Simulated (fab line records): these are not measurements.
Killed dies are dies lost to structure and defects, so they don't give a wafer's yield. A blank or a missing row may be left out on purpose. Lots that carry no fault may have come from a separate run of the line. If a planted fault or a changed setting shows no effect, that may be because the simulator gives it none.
fab line records | flow n5_finfet
[record] lots = 7 wafers = 19 last_day = 16
route steps=1938 shown HKMG_FIN@445 BEOL_M4@1111 PASSIVATION@1936
lots with no fault: from the same line, run without faults
start_h: hours from the record's first day to the start of the lot's first wafer shown | wait_h: hours elapsed since this lot's preceding step | " the same as in the row above | L1.1+2: several wafers, shown together as one row | - no value, or no start given | * or withheld: withheld | < > ~ a bound
route shown NAME@n: names a module that has steps shown in the file, with the first one's number in the route | usual: the fault-free wafers' mean and standard deviation | same: alike in all rows | chamber/n: place in a boat | sites: each site's reading | _std_site: their standard deviation | _edge_site: the outer-site mean with the inner-site mean subtracted | radius_mm: for every site, how far away it sits from the centre of the wafer | mask NAME#n: copy n | behind: the tool/chamber that last shaped the wafer | hold: reason for holding the lot/hours on hold/outcome of the hold | device: whichever transistor did not switch (one of n, p or np) | end of line: the route-end tests of the same wafers | a step with no rows: only its recipe | killed: not the wafer's yield, but the dies lost to structure and defects at the first sort | map: a wafer's dies, marking killed ones x, the rest . and places with no die _
set.NAME: the run value of the setting; set.NAME@STEP: its run value at that earlier step | model.NAME: the simulator's own value behind a step, which no gauge read
a table for each step, a row for each wafer; lots at some steps of the route
services: from which hour (start_h, from the record's first day; less than 0 if before it) a tool's chamber was out of use, for how many hours, and why
[[steps]]
[step N5_HKMG_FIN_STRIP_89]
[recipe] chemistry = N2/H2 material = SOC time_s = 20 power_w = 500 temp_c = 40 pressure_mtorr = 50 rf_frequency_hz = 6e+07 bias_power_w = 8 h2_frac = 0.5 n2_flow_sccm = 300 h2_flow_sccm = 300
[step N5_HKMG_FIN_WET_ETCH_87]
[recipe] chemistry = SC1 target = TiN mix = 1:2:40 temp_c = 50 time_s = 154.2 target_depth_nm = 4.7 dry = ipa_marangoni rinse_time_s = 30 rinse_temp_c = 23
[step N5_HKMG_FIN_STRIP_88]
[recipe] chemistry = N2/H2 power_w = 2500 temp_c = 300 h2_frac = 0.65 time_s = 360 pressure_mtorr = withheld n2_flow_sccm = 1750 h2_flow_sccm = 3250
[step N5_HKMG_FIN_NWFM_ALD_20]
[recipe] material = TiAlC target_thk_a = 20 temp_c = 300 ald_precursor_family = TiCl4 ald_co_reactant = TEA pulse_time_s = 3 purge_time_s = 2 co_reactant_purge_time_s = 2 co_reactant_pulse_time_s = 10 ald_cycles = 7 pressure_torr = 3
[usual] ald_cycles = 7/0 heater_power_w = 488/35 precursor_pulse_height_rel = 1.000/0.02
// columns lot.wafer tool chamber start_h wait_h ald_cycles heater_power_w precursor_pulse_height_rel
L284.1 ald_metal-01 0 78.11 0.3 7 542 0.992
L284.5 " 2 " " 7 529 1.015
L284.6 " 3 " " 7 460 0.986
L291.2 ald_metal-02 2 122.43 0.3 7 444 0.980
L291.6 " 3 " " 7 472 1.001
L292.2 ald_metal-04 3 130.01 0.3 7 478 1.019
L292.4 " 1 " " 7 459 1.017
L295.2 ald_metal-02 2 148.23 0.3 7 436 1.014
L295.4 " 1 " " 7 510 0.988
L295.6 " 2 " " 7 441 1.001
L299.1 ald_metal-01 2 168.09 0.3 7 531 1.000
L299.2 " 1 " " 7 503 0.990
L299.4 " 3 " " 7 448 0.971
L302.1 ald_metal-04 1 183.09 0.3 7 473 0.979
L302.5 " 0 " " 7 479 0.987
L302.6 " 1 " " 7 470 0.963
L304.3 ald_metal-04 2 199.98 0.1 7 568 0.994
L304.5 " 3 " " 7 483 0.985
L304.6 " 0 " " 7 468 0.981
[step N5_HKMG_FIN_ALD_71]
[recipe] material = TiN target_thk_a = 10 temp_c = 400 ald_precursor_family = TiCl4 ald_co_reactant = NH3 pulse_time_s = 1 purge_time_s = 3 co_reactant_purge_time_s = 2 co_reactant_pulse_time_s = 2 ald_cycles = 47 pressure_torr = 3
[usual] ald_cycles = 47/0 heater_power_w = 876/65 precursor_pulse_height_rel = 1.001/0.022
// columns lot.wafer tool chamber start_h wait_h ald_cycles heater_power_w precursor_pulse_height_rel
L284.1 ald_metal-01 0 78.21 0.0 47 985 0.978
L284.5 " 2 " " 47 936 0.983
L284.6 " 3 " " 47 854 1.004
L291.2 ald_metal-02 2 122.53 0.0 47 810 0.979
L291.6 " 3 " " 47 881 0.994
L292.2 ald_metal-04 3 130.11 0.0 47 881 1.001
L292.4 " 1 " " 47 835 0.989
L295.2 ald_metal-02 2 148.33 0.0 47 817 1.014
L295.4 " 1 " " 47 919 1.003
L295.6 " 2 " " 47 823 0.964
L299.1 ald_metal-01 2 168.19 0.0 47 937 1.051
L299.2 " 1 " " 47 898 0.973
L299.4 " 3 " " 47 819 0.989
L302.1 ald_metal-04 1 183.19 0.0 47 836 0.995
L302.5 " 0 " " 47 841 0.993
L302.6 " 1 " " 47 833 1.025
L304.3 ald_metal-04 2 200.08 0.0 47 1015 1.017
L304.5 " 3 " " 47 849 0.989
L304.6 " 0 " " 47 833 1.043
[step N5_HKMG_FIN_COAT_66]
[recipe] resist = SOC temp_c = 250 time_s = 60 spin_rpm = 1500 resist_thk_nm = 300
[step N5_HKMG_FIN_ETCH_67]
[recipe] chemistry = N2/H2 target = SOC target_depth_a = 3889 stop_on = TiN ion_energy_ev = 100 bias_w = 61 pressure_mtorr = 30 source_w = 850 n2_flow_sccm = 200 h2_flow_sccm = 200
[step N5_HKMG_FIN_STRIP_90]
[recipe] chemistry = N2/H2 material = SOC time_s = 20 power_w = 500 temp_c = 40 pressure_mtorr = 50 rf_frequency_hz = 6e+07 bias_power_w = 8 h2_frac = 0.5 n2_flow_sccm = 300 h2_flow_sccm = 300
[step N5_HKMG_FIN_WET_ETCH_73]
[recipe] chemistry = SC1 mix = 1:2:40 temp_c = 50 time_s = 42.3 target_depth_nm = 1.3 dry = ipa_marangoni rinse_time_s = 30 rinse_temp_c = 23
[step N5_HKMG_FIN_ETCHBACK_68]
[recipe] chemistry = Cl2/Ar stop_on = HfO2 target_depth_a = 5 pressure_mtorr = 10 icp_w = 600 bias_w = 60 Cl2_flow_sccm = 40 Ar_flow_sccm = 60
[usual] drypump_motor_current_A = 5.6/0.57 mfc_cl2_sccm = 40.02/0.12 oes_product_au = 0.82/0.07 throttle_valve_pct = 20.70/0.2
// columns lot.wafer tool chamber start_h wait_h drypump_motor_current_A mfc_cl2_sccm oes_product_au rf_hours_counter_h throttle_valve_pct
L284.1 rie_metal-03 1 78.77 0.0 6.1 39.85 0.85 15 20.66
L284.5 " 0 " " 4.7 40.05 0.97 - 20.52
L284.6 " 1 " " 6.1 39.91 0.85 - 20.65
L291.2 rie_metal-02 0 123.09 0.0 6.0 39.94 0.79 37 20.51
L291.6 " 1 " " 5.2 39.98 0.91 - 20.81
L292.2 rie_metal-01 1 130.90 0.0 5.0 40.02 0.74 54 21.05
L292.4 " 0 " " 6.1 40.05 0.82 - 20.52
L295.2 rie_metal-01 1 148.91 0.0 5.0 40.08 0.74 55 21.06
L295.4 " 0 " " 6.1 40.10 0.82 - 20.53
L295.6 " 0 " " 6.2 39.97 0.81 - 20.53
L299.1 rie_metal-03 1 168.79 0.0 6.2 39.92 0.82 23 20.67
L299.2 " 0 " " 4.7 40.01 0.91 10 20.54
L299.4 " 0 " " 4.7 40.03 0.91 - 20.56
L302.1 rie_metal-02 0 183.76 0.0 6.0 40.09 0.76 43 20.53
L302.5 " 1 " " 5.2 40.06 0.87 - 20.82
L302.6 " 0 " " 6.0 40.09 0.76 - 20.53
L304.3 rie_metal-02 0 200.68 0.1 6.1 39.92 0.77 - 20.52
L304.5 " 0 " " 6.1 39.99 0.77 - 20.53
L304.6 " 1 " " 5.2 40.33 0.87 - 20.84
[step N5_HKMG_FIN_STRIP_69]
[recipe] chemistry = N2/H2 power_w = 2500 temp_c = 300 h2_frac = 0.65 time_s = 360 pressure_mtorr = withheld n2_flow_sccm = 1750 h2_flow_sccm = 3250
[usual] drypump_motor_current_A = 5.8/0.34 heater_power_w = 482/16
// columns lot.wafer tool chamber start_h wait_h drypump_motor_current_A heater_power_w rf_hours_counter_h
L284.1 plasma_asher-02 0 78.91 0.1 5.7 491 87
L284.5 " 0 " " 5.6 497 -
L284.6 " 1 " " 6.2 475 -
L291.2 plasma_asher-02 1 123.24 0.1 6.2 468 97
L291.6 " 0 " " 5.7 497 -
L292.2 plasma_asher-02 1 131.04 0.1 6.2 462 99
L292.4 " 0 " " 5.7 492 -
L295.2 plasma_asher-02 1 149.05 0.1 6.3 472 104
L295.4 " 0 " " 5.7 508 -
L295.6 " 1 " " 6.2 467 -
L299.1 plasma_asher-02 1 168.94 0.1 6.2 477 112
L299.2 " 0 " " 5.7 501 112
L299.4 " 0 " " 5.6 502 -
L302.1 plasma_asher-02 1 183.90 0.1 6.2 471 118
L302.5 " 1 " " 6.2 470 -
L302.6 " 0 " " 5.6 496 -
L304.3 plasma_asher-01 1 200.90 0.2 5.9 475 -
L304.5 " 1 " " 5.9 506 -
L304.6 " 0 " " 5.2 466 -
[step N5_HKMG_FIN_ALD_21]
[recipe] material = TiN target_thk_a = 15 temp_c = 400 ald_precursor_family = TiCl4 ald_co_reactant = NH3 pulse_time_s = 1 purge_time_s = 3 co_reactant_purge_time_s = 2 co_reactant_pulse_time_s = 2 ald_cycles = 68 pressure_torr = 3
[usual] ald_cycles = 68/0 heater_power_w = 890/68 precursor_pulse_height_rel = 1.001/0.018
// columns lot.wafer tool chamber start_h wait_h ald_cycles heater_power_w precursor_pulse_height_rel
L284.1 ald_metal-04 3 79.29 0.3 68 839 0.985
L284.5 " 0 " " 68 847 0.991
L284.6 " 3 " " 68 872 0.983
L291.2 ald_metal-04 1 123.62 0.3 68 845 1.036
L291.6 " 0 " " 68 836 1.027
L292.2 ald_metal-01 3 131.42 0.3 68 820 0.998
L292.4 " 2 " " 68 930 0.996
L295.2 ald_metal-01 3 149.44 0.3 68 820 1.028
L295.4 " 1 " " 68 912 1.015
L295.6 " 2 " " 68 941 0.998
L299.1 ald_metal-01 3 169.32 0.3 68 825 0.995
L299.2 " 2 " " 68 956 0.999
L299.4 " 0 " " 68 990 0.993
L302.1 ald_metal-01 0 184.28 0.3 68 966 1.000
L302.5 " 1 " " 68 903 1.014
L302.6 " 0 " " 68 956 1.009
L304.3 ald_metal-02 0 201.16 0.1 68 777 1.034
L304.5 " 1 " " 68 914 1.007
L304.6 " 2 " " 68 814 0.989
[step N5_HKMG_FIN_ALD_72]
[recipe] material = W target_thk_a = 20 temp_c = 300 pressure_torr = 7.5 ald_precursor_family = WF6 ald_co_reactant = B2H6 pulse_time_s = 1 purge_time_s = 2 co_reactant_purge_time_s = 2 co_reactant_pulse_time_s = 3 ald_cycles = 7
[usual] ald_cycles = 7/0 heater_power_w = 477/81 precursor_pulse_height_rel = 0.999/0.02
// columns lot.wafer tool chamber start_h wait_h ald_cycles heater_power_w precursor_pulse_height_rel model.W_of_HKMG_FIN_ALD_72.thk_nm
L284.1 cvd_w-02 1 79.66 0.2 7 480 0.995 2
L284.5 " 1 " " 7 486 0.973 1.8
L284.6 " 0 " " 7 406 0.998 2
L291.2 cvd_w-02 1 123.98 0.2 7 477 0.994 2.2
L291.6 " 1 " " 11 478 0.971 3.2
L292.2 cvd_w-02 1 131.78 0.2 7 507 1.026 1.8
L292.4 " 1 " " 11 492 0.991 3
L295.2 cvd_w-02 1 149.80 0.2 7 490 1.002 2
L295.4 " 1 " " 11 468 1.000 3.2
L295.6 " 0 " " 11 393 0.992 3.4
L299.1 cvd_w-01 0 169.68 0.2 7 589 0.996 2
L299.2 " 1 " " 7 407 0.991 2
L299.4 " 0 " " 7 597 0.993 2.2
L302.1 cvd_w-01 1 184.65 0.2 7 413 1.007 2
L302.5 " 1 " " 7 408 1.014 2.2
L302.6 " 0 " " 7 596 1.019 2
L304.3 cvd_w-01 0 201.55 0.2 7 602 0.982 2
L304.5 " 1 " " 7 408 0.999 2
L304.6 " 0 " " 7 600 1.010 2
[step N5_HKMG_FIN_W_FILL_22]
[recipe] material = W target_thk_a = 600 temp_c = 400 pressure_torr = 39.4 time_s = 18.2
[step N5_BEOL_M4_RC_MEAS_101]
[usual] DIBL_N = 35.8/1.8 DIBL_P = 35.9/2.2 IOFF_N = 0.16/0.035 IOFF_P = 0.21/0.04 ION_N = 672/11 ION_P = 461/7.4 SS_N = 71.4/0.64 SS_P = 73.2/0.67 VT_N = 250/3.5 VT_P = -251/3.4
// columns lot.wafer tool chamber start_h wait_h DIBL_N[mV/V] DIBL_P[mV/V] IOFF_N[nA/um] IOFF_P[nA/um] ION_N[uA/um] ION_P[uA/um] SS_N[mV/dec] SS_P[mV/dec] VT_N[mV] VT_P[mV]
L284.1 prober-02 0 163.50 0.0 37.3 37.3 0.19 0.20 682 456 72.2 73.5 249 -251
L284.5 " 0 " " 38.2 38.1 0.22 0.22 680 455 72.3 73.1 244 -251
L284.6 " 0 " " 36.5 36.5 0.16 0.19 674 456 72.4 73.5 248 -254
L291.2 prober-01 0 209.22 0.2 36.0 35.7 0.15 0.20 665 462 71.5 72.8 254 -250
L291.6 " 0 " " 35.9 35.9 0.14 0.21 664 465 72.0 72.6 251 -253
L292.2 prober-02 0 213.75 0.2 38.7 39.8 0.22 0.25 696 468 71.7 74.9 243 -252
L292.4 " 0 " " 36.3 36.0 0.15 0.18 663 455 71.7 73.6 251 -253
L295.2 prober-02 0 238.92 0.2 34.1 34.0 0.13 0.16 673 455 71.6 72.8 253 -257
L295.4 " 0 " " 36.2 34.3 0.15 0.18 663 449 71.9 73.0 252 -252
L295.6 " 0 " " 35.1 35.3 0.13 0.18 667 455 71.2 73.0 252 -251
L299.1 prober-02 0 277.06 0.0 36.2 35.9 0.17 0.25 686 473 71.5 72.7 247 -246
L299.2 " 0 " " 38.5 39.0 0.22 0.31 691 479 71.3 74.1 244 -243
L299.4 " 0 " " 36.6 37.0 0.18 0.28 687 475 71.2 73.1 246 -245
L302.1 prober-01 0 280.49 0.0 34.5 32.8 0.13 0.17 665 459 70.3 72.5 252 -252
L302.5 " 0 " " 35.9 35.6 0.17 0.21 687 471 71.5 72.8 244 -250
L302.6 " 0 " " 38.2 37.4 0.19 0.22 678 458 72.1 72.8 244 -251
L304.3 prober-02 0 282.87 0.3 34.8 35.0 0.14 0.20 655 460 71.7 72.7 256 -249
L304.5 " 0 " " 36.0 36.0 0.17 0.22 664 463 72.4 73.0 249 -250
L304.6 " 0 " " 40.3 42.1 0.28 0.34 690 467 73.0 75.1 241 -245
[step N5_PASSIVATION_PROBE_49]
[usual] defect_limited_yield = 91.0/1.5 killed_at_M0_to_M3 = 34/9.1 killed_at_M4_up = 14/5.7 killed_at_contacts = 13/5.7 killed_at_front_end = 42/12 killed_at_other = 4/3.4 killed_dies = 106/17 killed_open = 70/13 killed_short = 34/7.5 sort_bin_4_leakage = 0.00/0.014 sort_bin_5_function = 5.2/0.94 sort_bin_6_memory = 3.4/0.69 sort_n_pass = 1074/17 sort_yield_pct = 91.0/1.5
[same] gross_dies = 1180 killed_at_back_side = 0 sort_bin_8_speed[%] = 0
// columns lot.wafer tool chamber start_h wait_h defect_limited_yield[%] killed_at_M0_to_M3 killed_at_M4_up killed_at_contacts killed_at_front_end killed_at_other killed_dies killed_open killed_short sort_bin_4_leakage[%] sort_bin_5_function[%] sort_bin_6_memory[%] sort_n_pass sort_yield_pct[%]
L292.4 prober-02 - 314.52 0.2 91.3 27 9 16 45 6 103 66 37 0 5.3 3.1 1077 91.3
L291.2 prober-01 - 320.40 0.1 90.2 29 16 8 57 6 116 83 30 0 6.0 3.6 1064 90.2
L299.1 prober-02 - 368.60 0.0 88.1 33 21 25 57 4 140 91 47 0 7.4 4.2 1040 88.1
L299.2 prober-02 - 368.65 0.1 90.4 35 14 16 48 0 113 70 43 0 5.8 3.6 1067 90.4
L299.4 prober-02 - 368.75 0.2 87.9 48 22 21 51 1 143 93 45 0 6.5 4.7 1037 87.9
// killed by level:class
L292.4 MOL_CONTACT_COAG:geometric_particle:open=14 STI_FIN_REVEAL:geometric_particle:open=8 GATE_CUT:geometric_particle:short=7 BEOL_M0_SAQP:geometric_particle:short=7 BEOL_M3:geometric_particle:open=7 FIN_SAQP:geometric_particle:open=6 BEOL_M4:geometric_particle:open=6 FIN_SAQP:geometric_particle:short=5
L291.2 STI_FIN_REVEAL:geometric_particle:open=20 FIN_SAQP:geometric_particle:open=14 FIN_SAQP:geometric_particle:short=6 MOL_CONTACT_COAG:geometric_particle:open=6 BEOL_M3:geometric_particle:open=6 BEOL_M0_SAQP:geometric_particle:open=5 BEOL_M1:geometric_particle:open=5 BEOL_M4:geometric_particle:open=5
L299.1 MOL_CONTACT_COAG:geometric_particle:open=18 BEOL_M4:geometric_particle:open=12 FIN_SAQP:geometric_particle:open=11 FIN_SAQP:geometric_particle:short=11 BEOL_M2:geometric_particle:open=11 STI_FIN_REVEAL:geometric_particle:open=10 MOL_CONTACT_COAG:geometric_particle:short=7 DUMMY_GATE:geometric_particle:open=6
L299.2 FIN_SAQP:geometric_particle:open=18 FIN_SAQP:geometric_particle:short=15 MOL_CONTACT_COAG:geometric_particle:open=10 GATE_CUT:geometric_particle:short=7 BEOL_M0_SAQP:geometric_particle:short=7 BEOL_M0_SAQP:geometric_particle:open=7 BEOL_M2:geometric_particle:open=7 MOL_CONTACT_COAG:geometric_particle:short=6
L299.4 MOL_CONTACT_COAG:geometric_particle:open=18 BEOL_M2:geometric_particle:open=14 BEOL_M4:geometric_particle:open=12 FIN_SAQP:geometric_particle:open=11 BEOL_M0_SAQP:geometric_particle:open=11 BEOL_M0_SAQP:geometric_particle:short=11 FIN_SAQP:geometric_particle:short=9 STI_FIN_REVEAL:geometric_particle:short=6
[[services]]
// columns tool chamber start_h hours kind
ald_metal-04 1 64.09 4.9 repair
rie_metal-02 1 65.13 - clean
rie_metal-02 1 65.13 23.2 scheduled_down
rie_metal-02 1 65.13 23.2 vent_cycle
plasma_asher-02 - 67.08 8.9 repair
cvd_w-01 - 77.82 6.0 pm
rie_metal-02 - 77.89 10.0 pm
ald_metal-02 - 81.83 0.4 repair
plasma_asher-01 - 100.83 17.6 repair
rie_metal-02 - 104.00 1.4 pm
cvd_w-01 - 104.45 1.2 repair
cvd_w-01 1 108.30 4.6 repair
ald_metal-02 0 113.42 16.1 repair
cvd_w-02 1 132.96 2.9 repair
plasma_asher-01 - 144.23 41.7 repair
ald_metal-02 2 165.51 13.3 repair
ald_metal-02 3 190.10 6.9 repair
cvd_w-02 1 190.39 2.4 repair
[[key]]
[first_sign] step = N5_HKMG_FIN_ALD_72 reading = ald_cycles direction = up sigmas = 99+ usual = * struck = *
effect none on later readings
[model_effect] step = N5_HKMG_FIN_ALD_72 value = W_of_HKMG_FIN_ALD_72.thk_nm without = 2.05 struck = 3.2
met_at N5_HKMG_FIN_ALD_72
struck_wafers L291.6,L292.4,L295.4,L295.6
onset_between 79.66 123.98
[fault] kind = process_parameter_drift tool = cvd_w-02 chamber = - onset_h = 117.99 steps = N5_HKMG_FIN_ALD_72 channel = ald_cycles offset = * shape = step end_h = 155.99 scope = struck_wafers_only stated = *
